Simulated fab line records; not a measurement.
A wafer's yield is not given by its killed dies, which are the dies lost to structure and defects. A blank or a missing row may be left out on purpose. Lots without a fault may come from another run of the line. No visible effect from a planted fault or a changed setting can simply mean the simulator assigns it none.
fab line records | flow n5-finfet | part 1 of 2: steps 1 to 22 of 29
record lots=5 wafers=15 last-day=17
route steps=1938 shown BEOL_M12@1620
lots that met no fault: taken from a fault-free run of the same line
start-h: start of the lot's first displayed wafer, in hours after the record's first day | wait-h: time in hours since the lot's previous step | " the same as in the row above | L1.1+2: one row covering several wafers at once | - value missing, or start not given | * or withheld: withheld | < > ~ a bound
route shown NAME@n: a module of which the file shows steps, and the number in the route of the first | usual: average and standard deviation across the fault-free wafers | same: alike in all rows | chamber/n: place in a boat | sites: each site's reading | _std_site: the standard deviation of these | _edge_site: the outer-site mean with the inner-site mean subtracted | radius-mm: how far each site lies from the wafer's centre | mask NAME#n: copy n | behind: the tool/chamber that last shaped the wafer | hold: what put the lot on hold/how long, in hours/how the hold closed | device: which transistor (n, p or np) failed to switch | end of line: tests run on the same wafers once the route is complete | for a step that has no rows: nothing shown but its recipe | killed: the dies lost at the first sort to structure and to defects; this is not the yield of the wafer | map: a wafer's dies, x killed, . not, _ none there
set.NAME: the setting that was run; set.NAME@STEP: the one run at that earlier step | model.NAME: the simulator's own value behind a step, which no gauge read
certain route steps with their lots: each step a table, each wafer a row
services: from which hour (start-h, from the record's first day; less than 0 if before it) a tool's chamber was out of use, for how many hours, and why
## steps
# step N5_BEOL_M12_STRIP_71
# recipe chemistry=post-etch-residue-remover time-s=60 temp-c=25 remover-ph=withheld remover-water-wt-pct=withheld remover-fluoride-wt-pct=withheld
# columns lot.wafer tool chamber start-h wait-h
L075.1+2+6 wet-bench-04 5,4,7 247.19 0.1
L083.2+5+6 wet-bench-03 4,6,2 295.35 0.1
L095.1+4+6 wet-bench-04 4,6,0 353.46 0.1
L094.3+4+5 wet-bench-04 5,6,3 359.95 0.0
L096.1+3+4 wet-bench-03 6,7,4 361.47 0.1
# step N5_BEOL_M12_SRD_72
# recipe time-s=30 temp-c=23 rinse-liquid=diw dry=n2-spin spin-rpm=1500 dry-time-s=30
# usual bath-heat-duty-pct=3.7/0.53
# same dry-time-s=30
# columns lot.wafer tool chamber start-h wait-h bath-heat-duty-pct
L075.1 wet-bench-04 5 247.21 0.0 3.6
L075.2 " 4 " " 3.8
L075.6 " 7 " " 3.2
L083.2 wet-bench-03 4 295.37 0.0 4.4
L083.5 " 6 " " 3.7
L083.6 " 2 " " 3.5
L095.1 wet-bench-04 4 353.50 0.0 3.9
L095.4 " 6 " " 3.8
L095.6 " 0 " " 2.9
L094.3 wet-bench-04 5 359.97 0.0 3.8
L094.4 " 6 " " 4.3
L094.5 " 3 " " 3.9
L096.1 wet-bench-03 6 361.49 0.0 3.3
L096.3 " 7 " " 3.0
L096.4 " 4 " " 3.4
# step N5_BEOL_M12_CD_MEAS_17
# recipe target-cd-nm=140 polarity=opening
# usual cd-nm=139.6/1.6
# columns lot.wafer tool chamber start-h wait-h cd-nm
L075.1 cd-sem-02 - 247.25 0.0 141.5
L075.2 " - " " 142.7
L075.6 " - " " 142.1
L083.2 cd-sem-03 - 295.42 0.0 137.6
L083.5 " - " " 140.1
L083.6 " - " " 139.2
L095.1 cd-sem-01 - 353.56 0.0 141.8
L095.4 " - " " 142.2
L095.6 " - " " 141.1
L094.3 cd-sem-03 - 360.01 0.0 138.9
L094.4 " - " " 138.4
L094.5 " - " " 141.2
L096.1 cd-sem-02 - 361.53 0.0 141.0
L096.3 " - " " 139.2
L096.4 " - " " 141.7
# step N5_BEOL_M12_COAT_65
# recipe resist=SOC temp-c=250 time-s=60 spin-rpm=1500 resist-thk-nm=300
# usual heater-power-total-W=500.4/1.8 spin-speed-rpm=1500.0/0.97
# columns lot.wafer tool chamber start-h wait-h heater-power-total-W spin-speed-rpm
L075.1 litho-track-03 0 247.29 0.0 498.4 1500.5
L075.2 " 0 " " 498.5 1502.0
L075.6 " 0 " " 503.1 1501.3
L083.2 litho-track-03 0 295.45 0.0 498.1 1499.1
L083.5 " 0 " " 501.6 1500.7
L083.6 " 0 " " 500.1 1499.5
L095.1 litho-track-01 0 353.59 0.0 502.3 1500.2
L095.4 " 0 " " 502.8 1500.6
L095.6 " 0 " " 498.3 1500.8
L094.3 litho-track-01 0 360.05 0.0 502.0 1500.0
L094.4 " 0 " " 503.4 1499.8
L094.5 " 0 " " 498.2 1500.4
L096.1 litho-track-02 0 361.57 0.0 500.8 1500.1
L096.3 " 0 " " 499.0 1501.2
L096.4 " 0 " " 502.5 1500.2
# step N5_BEOL_M12_COAT_66
# recipe resist=SiARC temp-c=220 time-s=60 spin-rpm=1500 resist-thk-nm=110
# usual heater-power-total-W=427.6/2 spin-speed-rpm=1500.0/0.99
# columns lot.wafer tool chamber start-h wait-h heater-power-total-W spin-speed-rpm
L075.1 litho-track-03 0 - - 429.4 1501.5
L075.2 " 0 " " 427.6 1499.5
L075.6 " 0 " " 424.8 1498.9
L083.2 litho-track-03 0 - - 429.7 1501.1
L083.5 " 0 " " 429.0 1500.0
L083.6 " 0 " " 424.9 1501.8
L095.1 litho-track-01 0 - - 426.4 1500.5
L095.4 " 0 " " 427.8 1500.4
L095.6 " 0 " " 430.4 1501.6
L094.3 litho-track-01 0 - - 428.8 1499.6
L094.4 " 0 " " 424.9 1500.7
L094.5 " 0 " " 427.5 1500.4
L096.1 litho-track-02 0 - - 429.6 1498.8
L096.3 " 0 " " 425.8 1499.5
L096.4 " 0 " " 428.5 1500.3
# step N5_BEOL_M12_COAT_22
# recipe spin-rpm=2888 resist-thk-nm=300
# usual spin-speed-rpm=2888.0/1.9
# columns lot.wafer tool chamber start-h wait-h spin-speed-rpm
L075.1 litho-track-03 0 - - 2884.5
L075.2 " 0 " " 2888.4
L075.6 " 0 " " 2889.2
L083.2 litho-track-03 0 - - 2886.5
L083.5 " 0 " " 2887.5
L083.6 " 0 " " 2890.3
L095.1 litho-track-01 0 - - 2886.4
L095.4 " 0 " " 2886.5
L095.6 " 0 " " 2887.8
L094.3 litho-track-01 0 - - 2888.7
L094.4 " 0 " " 2889.2
L094.5 " 0 " " 2886.7
L096.1 litho-track-02 0 - - 2889.5
L096.3 " 0 " " 2888.2
L096.4 " 0 " " 2887.4
# step N5_BEOL_M12_EBR_24
# recipe solvent=PGMEA ebr-width-mm=1.5
# columns lot.wafer tool chamber start-h wait-h
L075.1+2+6 litho-track-03 0 - -
L083.2+5+6 litho-track-03 0 - -
L095.1+4+6 litho-track-01 0 - -
L094.3+4+5 litho-track-01 0 - -
L096.1+3+4 litho-track-02 0 - -
# step N5_BEOL_M12_SOFTBAKE_23
# recipe temp-c=130 time-s=60
# usual heater-power-total-W=218.7/1.5
# columns lot.wafer tool chamber start-h wait-h heater-power-total-W
L075.1 litho-track-03 0 - - 216.5
L075.2 " 0 " " 220.8
L075.6 " 0 " " 217.1
L083.2 litho-track-03 0 - - 217.0
L083.5 " 0 " " 219.5
L083.6 " 0 " " 217.4
L095.1 litho-track-01 0 - - 216.7
L095.4 " 0 " " 221.1
L095.6 " 0 " " 219.0
L094.3 litho-track-01 0 - - 217.0
L094.4 " 0 " " 218.0
L094.5 " 0 " " 217.2
L096.1 litho-track-02 0 - - 216.5
L096.3 " 0 " " 217.7
L096.4 " 0 " " 217.1
# step N5_BEOL_M12_EXPOSE_25
# recipe mask-id=M12 na=0.93 source-shape=conventional sigma-outer=0.4 polarization=unpolarized dose-mj=21.8
# columns lot.wafer tool chamber start-h wait-h mask
L075.1+2+6 krf-scanner-02 0 247.53 - M12#0
L083.2+5+6 krf-scanner-02 0 295.70 - M12#0
L095.1+4+6 krf-scanner-01 0 353.84 - M12#0
L094.3+4+5 krf-scanner-02 0 360.30 - M12#0
L096.1+3+4 krf-scanner-01 0 361.81 - M12#0
# step N5_BEOL_M12_PEB_26
# recipe peb-temp-c=130 peb-time-s=90
# usual heater-power-total-W=172.4/0.8
# columns lot.wafer tool chamber start-h wait-h heater-power-total-W
L075.1 litho-track-02 0 247.59 0.1 173.1
L075.2 " 0 " " 173.9
L075.6 " 0 " " 172.9
L083.2 litho-track-03 0 295.75 0.0 172.1
L083.5 " 0 " " 173.3
L083.6 " 0 " " 171.6
L095.1 litho-track-02 0 353.89 0.1 173.0
L095.4 " 0 " " 172.5
L095.6 " 0 " " 172.1
L094.3 litho-track-03 0 360.35 0.0 172.4
L094.4 " 0 " " 173.3
L094.5 " 0 " " 172.1
L096.1 litho-track-02 0 361.87 0.1 172.5
L096.3 " 0 " " 173.1
L096.4 " 0 " " 171.6
# step N5_BEOL_M12_DEVELOP_27
# recipe develop-time-s=45 rinse-liquid=diw dry=air-spin dev-temp-c=21
# usual developer-temp-C=21.00/0.11
# columns lot.wafer tool chamber start-h wait-h developer-temp-C
L075.1 litho-track-02 0 - - 20.98
L075.2 " 0 " " 21.31
L075.6 " 0 " " 21.01
L083.2 litho-track-03 0 - - 21.09
L083.5 " 0 " " 21.13
L083.6 " 0 " " 21.05
L095.1 litho-track-02 0 - - 21.05
L095.4 " 0 " " 21.06
L095.6 " 0 " " 21.01
L094.3 litho-track-03 0 - - 21.05
L094.4 " 0 " " 21.07
L094.5 " 0 " " 21.19
L096.1 litho-track-02 0 - - 21.15
L096.3 " 0 " " 21.06
L096.4 " 0 " " 20.87
# step N5_BEOL_M12_HARDBAKE_32
# recipe temp-c=130 time-s=120
# usual heater-power-total-W=148.1/0.85
# columns lot.wafer tool chamber start-h wait-h heater-power-total-W
L075.1 litho-track-02 0 - - 147.4
L075.2 " 0 " " 148.9
L075.6 " 0 " " 148.3
L083.2 litho-track-03 0 - - 147.3
L083.5 " 0 " " 148.5
L083.6 " 0 " " 146.7
L095.1 litho-track-02 0 - - 147.6
L095.4 " 0 " " 148.2
L095.6 " 0 " " 146.6
L094.3 litho-track-03 0 - - 148.0
L094.4 " 0 " " 149.4
L094.5 " 0 " " 147.2
L096.1 litho-track-02 0 - - 147.1
L096.3 " 0 " " 148.9
L096.4 " 0 " " 148.3
# step N5_BEOL_M12_CD_MEAS_28
# recipe target-cd-nm=160.2 landing-energy-ev=500 detector=se-inlens polarity=opening
# usual cd-nm=160.6/1.4
# columns lot.wafer tool chamber start-h wait-h cd-nm
L075.1 cd-sem-02 0 247.70 - 163.4
L075.2 " 0 " " 161.7
L075.6 " 0 " " 162.0
L083.2 cd-sem-02 0 295.87 - 162.0
L083.5 " 0 " " 161.7
L083.6 " 0 " " 161.4
L095.1 cd-sem-01 0 354.01 - 160.4
L095.4 " 0 " " 161.0
L095.6 " 0 " " 161.2
L094.3 cd-sem-01 0 360.46 - 160.9
L094.4 " 0 " " 159.8
L094.5 " 0 " " 161.8
L096.1 cd-sem-01 0 361.98 - 161.4
L096.3 " 0 " " 160.8
L096.4 " 0 " " 161.6
# step N5_BEOL_M12_OVL_MEAS_29
# recipe points-per-wafer=44
# usual M12_OVL=2/4.7
# columns lot.wafer tool chamber start-h wait-h M12_OVL[nm]
L075.1 overlay-02 0 247.73 0.0 1
L075.2 " 0 " " 2
L075.6 " 0 " " 5
L083.2 overlay-01 0 295.90 0.0 -1
L083.5 " 0 " " -4
L083.6 " 0 " " -6
L095.1 overlay-01 0 354.04 0.0 -3
L095.4 " 0 " " -2
L095.6 " 0 " " -4
L094.3 overlay-01 0 360.49 0.0 -6
L094.4 " 0 " " -5
L094.5 " 0 " " -4
L096.1 overlay-02 0 362.01 0.0 7
L096.3 " 0 " " 4
L096.4 " 0 " " -2
# step N5_BEOL_M12_INSPECT_30
# recipe mode=adi inspect-instrument=macro
# usual raw-defect-count=2.1/1.4
# columns lot.wafer tool chamber start-h wait-h raw-defect-count
L075.1 defect-inspect-02 - 247.76 0.0 3
L075.2 " - " " 1
L075.6 " - " " 1
L083.2 defect-inspect-02 - 295.92 0.0 0
L083.5 " - " " 1
L083.6 " - " " 2
L095.1 defect-inspect-01 - 354.06 0.0 3
L095.4 " - " " 0
L095.6 " - " " 1
L094.3 defect-inspect-02 - 360.52 0.0 3
L094.4 " - " " 1
L094.5 " - " " 1
L096.1 defect-inspect-01 - 362.04 0.0 2
L096.3 " - " " 2
L096.4 " - " " 2
# step N5_BEOL_M12_DESCUM_33
# recipe chemistry=O2 time-s=7.9 source-power-w=50 bias-power-w=20 pressure-mtorr=20 rf-frequency-hz=2.712e+07 temp-c=40 o2-flow-sccm=225
# usual chamber-pressure-mTorr=19.997/0.018 drypump-motor-current-A=5.7/0.48 oes-product-au=0.79/0.085 rf-vpp-V=243.3/1.5 showerhead-plenum-p-Torr=2.11/0.078 throttle-valve-pct=20.28/0.22
# columns lot.wafer tool chamber start-h wait-h chamber-pressure-mTorr drypump-motor-current-A oes-product-au rf-hours-counter-h rf-vpp-V showerhead-plenum-p-Torr throttle-valve-pct
L075.1 rie-diel-03 0 247.88 0.1 19.990 6.3 0.87 51 241.9 2.04 20.35
L075.2 " 1 " " 19.979 5.7 0.77 125 244.9 2.19 20.10
L075.6 " 2 " " 19.989 6.6 0.70 - 242.6 2.15 20.75
L083.2 rie-diel-01 1 295.95 0.0 19.994 6.1 0.70 235 240.6 1.98 20.32
L083.5 " 1 " " 20.043 6.1 0.69 - 242.0 1.98 20.33
L083.6 " 0 " " 19.995 5.5 0.89 - 243.9 2.13 19.83
L095.1 rie-diel-03 0 354.16 0.1 19.997 6.3 0.82 91 240.6 2.03 20.42
L095.4 " 3 " " 19.982 6.3 0.72 192 243.2 1.99 20.40
L095.6 " 2 " " 20.025 6.6 0.94 - 244.0 2.14 20.38
L094.3 rie-diel-05 2 360.55 0.0 19.981 6.3 0.95 2 241.8 2.06 20.27
L094.4 " 1 " " 19.972 6.2 0.85 - 241.7 2.03 20.23
L094.5 " 2 " " 19.989 6.3 0.95 - 243.2 2.06 20.29
L096.1 rie-diel-01 2 362.07 0.0 20.011 5.4 0.75 143 243.5 2.19 20.34
L096.3 " 3 " " 19.991 5.1 0.74 134 244.6 2.18 20.18
L096.4 " 1 " " 20.020 6.1 0.95 4 245.8 2.23 20.03
# step N5_BEOL_M12_ETCH_67
# recipe chemistry=CF4 target=SiARC target-depth-a=1430 time-s=238.3 ion-energy-ev=80 pressure-mtorr=40 source-w=545 bias-w=36 Ar_flow_sccm=100 cf4-flow-sccm=100 ends=cleared
# usual cf4-flow-sccm=100.03/0.27 chamber-pressure-mTorr=40.00/0.037 drypump-motor-current-A=5.7/0.48 etch-rf-on-time-s=240/3.6 oes-product-au=0.67/0.074 rf-vpp-V=184.4/1.2 showerhead-plenum-p-Torr=2.16/0.074 throttle-valve-pct=15.50/0.24
# columns lot.wafer tool chamber start-h wait-h cf4-flow-sccm chamber-pressure-mTorr drypump-motor-current-A etch-rf-on-time-s oes-product-au rf-hours-counter-h rf-vpp-V showerhead-plenum-p-Torr throttle-valve-pct
L075.1 rie-diel-03 0 247.92 0.0 100.14 39.96 6.3 235 0.74 51 183.8 2.09 15.51
L075.2 " 1 " " 99.61 39.97 5.7 238 0.66 125 184.9 2.24 15.35
L075.6 " 2 " " 100.27 39.96 6.6 239 0.59 - 184.0 2.20 16.00
L083.2 rie-diel-01 1 295.99 0.0 99.69 40.03 6.1 246 0.59 235 182.7 2.03 15.63
L083.5 " 1 " " 99.45 39.97 6.1 246 0.59 - 183.8 2.03 15.62
L083.6 " 0 " " 100.07 39.99 5.5 239 0.75 - 184.9 2.18 15.10
L095.1 rie-diel-03 0 354.20 0.0 99.87 39.97 6.3 240 0.69 91 183.6 2.08 15.57
L095.4 " 3 " " 100.10 40.04 6.3 238 0.62 192 182.6 2.04 15.62
L095.6 " 2 " " 99.93 40.03 6.6 239 0.80 - 184.2 2.19 15.54
L094.3 rie-diel-05 2 360.58 0.0 100.20 40.04 6.3 241 0.80 2 183.6 2.12 15.44
L094.4 " 1 " " 99.91 39.97 6.2 238 0.73 - 183.5 2.09 15.42
L094.5 " 2 " " 100.00 39.97 6.3 242 0.81 - 185.0 2.12 15.43
L096.1 rie-diel-01 2 362.11 0.0 99.95 39.99 5.4 237 0.64 143 186.7 2.24 15.48
L096.3 " 3 " " 99.75 40.00 5.1 240 0.63 134 185.1 2.23 15.42
L096.4 " 1 " " 99.99 40.00 6.1 235 0.80 4 186.6 2.28 15.20
# step N5_BEOL_M12_ETCH_68
# recipe chemistry=N2/H2 target=SOC mask-material=SiARC source-w=3000 bias-w=350 temp-c=40 time-s=285 ion-energy-ev=200 pressure-mtorr=30 n2-flow-sccm=200 h2-flow-sccm=200
# usual chamber-pressure-mTorr=30.002/0.028 drypump-motor-current-A=5.7/0.48 n2-flow-sccm=199.9/0.56 oes-product-au=0.79/0.086 rf-vpp-V=524.4/2.6 showerhead-plenum-p-Torr=2.56/0.093 throttle-valve-pct=17.64/0.25
# columns lot.wafer tool chamber start-h wait-h chamber-pressure-mTorr drypump-motor-current-A n2-flow-sccm oes-product-au rf-hours-counter-h rf-vpp-V showerhead-plenum-p-Torr throttle-valve-pct
L075.1 rie-diel-03 0 248.06 0.1 29.981 6.3 199.5 0.86 52 521.9 2.47 17.57
L075.2 " 1 " " 29.954 5.7 200.0 0.77 125 527.2 2.65 17.32
L075.6 " 2 " " 29.983 6.6 199.6 0.69 - 524.6 2.62 18.20
L083.2 rie-diel-01 1 296.13 0.1 30.040 6.1 200.3 0.69 235 521.2 2.41 17.68
L083.5 " 1 " " 30.000 6.1 200.8 0.69 - 519.9 2.41 17.65
L083.6 " 0 " " 30.005 5.5 199.4 0.88 - 525.8 2.59 17.20
L095.1 rie-diel-03 0 354.34 0.1 30.011 6.3 199.6 0.81 91 519.8 2.45 17.63
L095.4 " 3 " " 30.007 6.3 200.3 0.73 192 521.2 2.41 17.67
L095.6 " 2 " " 30.025 6.6 200.4 0.96 - 525.4 2.60 17.79
L094.3 rie-diel-05 2 360.73 0.1 29.981 6.3 200.3 0.95 3 523.4 2.50 17.63
L094.4 " 1 " " 30.034 6.1 199.0 0.85 - 523.0 2.48 17.64
L094.5 " 2 " " 29.970 6.3 200.5 0.96 - 522.6 2.50 17.65
L096.1 rie-diel-01 2 362.25 0.1 29.973 5.4 199.8 0.75 143 528.3 2.66 17.64
L096.3 " 3 " " 30.022 5.1 199.2 0.74 134 526.4 2.66 17.68
L096.4 " 1 " " 30.046 6.1 199.9 0.95 4 527.9 2.72 17.31
# step N5_BEOL_M12_STRIP_69
# recipe chemistry=N2/H2 temp-c=40 n2-flow-sccm=200 h2-flow-sccm=200 rf-frequency-hz=6e+07
# columns lot.wafer tool chamber start-h wait-h
L075.1+2+6 rie-diel-03 0,1,2 248.24 0.1
L083.2+5+6 rie-diel-01 1,1,0 296.31 0.1
L095.1+4+6 rie-diel-03 0,3,2 354.52 0.1
L094.3+4+5 rie-diel-05 2,1,2 360.90 0.1
L096.1+3+4 rie-diel-01 2,3,1 362.43 0.1
# step N5_BEOL_M12_TRENCH_ETCH_34
# recipe chemistry=C4F8/O2/Ar target=SiOC target-depth-a=3189.5 mask-material=SOC pressure-mtorr=30 source-w=3000 bias-w=700 Ar_flow_sccm=400 C4F8_flow_sccm=15 O2_flow_sccm=8 he-inner-torr=15 he-outer-torr=30 time-s=125.5 ion-energy-ev=250
# usual O2_flow_sccm=8.004/0.024 chamber-pressure-mTorr=30.001/0.027 drypump-motor-current-A=5.7/0.48 oes-product-au=0.79/0.085 rf-vpp-V=666/3.4 showerhead-plenum-p-Torr=3.44/0.12 throttle-valve-pct=24.05/0.22
# columns lot.wafer tool chamber start-h wait-h O2_flow_sccm chamber-pressure-mTorr drypump-motor-current-A oes-product-au rf-hours-counter-h rf-vpp-V showerhead-plenum-p-Torr throttle-valve-pct
L075.1 rie-diel-03 0 248.25 0.0 7.986 30.013 6.3 0.85 52 662 3.33 24.09
L075.2 " 1 " " 7.967 30.011 5.7 0.78 125 669 3.58 23.90
L075.6 " 2 " " 8.011 30.003 6.6 0.68 - 668 3.51 24.53
L083.2 rie-diel-01 1 296.32 0.0 8.064 29.979 6.1 0.68 235 660 3.25 24.10
L083.5 " 1 " " 7.972 29.995 6.1 0.69 - 661 3.25 24.10
L083.6 " 0 " " 7.974 29.987 5.5 0.89 - 667 3.47 23.61
L095.1 rie-diel-03 0 354.53 0.0 8.010 29.989 6.3 0.81 91 663 3.31 24.13
L095.4 " 3 " " 7.995 29.978 6.3 0.73 192 660 3.27 24.14
L095.6 " 2 " " 8.008 30.006 6.6 0.95 - 667 3.49 24.25
L094.3 rie-diel-05 2 360.91 0.0 8.022 30.019 6.3 0.95 3 664 3.37 24.13
L094.4 " 1 " " 7.990 29.991 6.2 0.85 - 662 3.32 23.99
L094.5 " 2 " " 8.006 30.038 6.3 0.94 - 664 3.37 24.11
L096.1 rie-diel-01 2 362.44 0.0 8.039 29.987 5.4 0.75 143 669 3.56 24.05
L096.3 " 3 " " 7.958 29.990 5.1 0.74 134 671 3.55 23.96
L096.4 " 1 " " 8.018 30.008 6.1 0.95 4 671 3.64 23.84
# step N5_BEOL_M12_STRIP_70
# recipe chemistry=C4F8/O2/Ar resist=SiARC rf-frequency-hz=6e+07
# columns lot.wafer tool chamber start-h wait-h
L075.1+2+6 rie-diel-03 0,1,2 248.36 0.1
L083.2+5+6 rie-diel-01 1,1,0 296.43 0.1
L095.1+4+6 rie-diel-03 0,3,2 354.64 0.1
L094.3+4+5 rie-diel-05 2,1,2 361.03 0.1
L096.1+3+4 rie-diel-01 2,3,1 362.55 0.1
# step N5_BEOL_M12_OCD_MEAS_35
# usual trench-depth-nm=317/4
# columns lot.wafer tool chamber start-h wait-h trench-depth-nm
L075.1 ocd-02 - 248.40 0.0 316
L075.2 " - " " 316
L075.6 " - " " 310
L083.2 ocd-01 - 296.47 0.0 313
L083.5 " - " " 311
L083.6 " - " " 321
L095.1 ocd-01 - 354.68 0.0 319
L095.4 " - " " 315
L095.6 " - " " 323
L094.3 ocd-02 - 361.07 0.0 312
L094.4 " - " " 315
L094.5 " - " " 314
L096.1 ocd-01 - 362.59 0.0 315
L096.3 " - " " 315
L096.4 " - " " 321
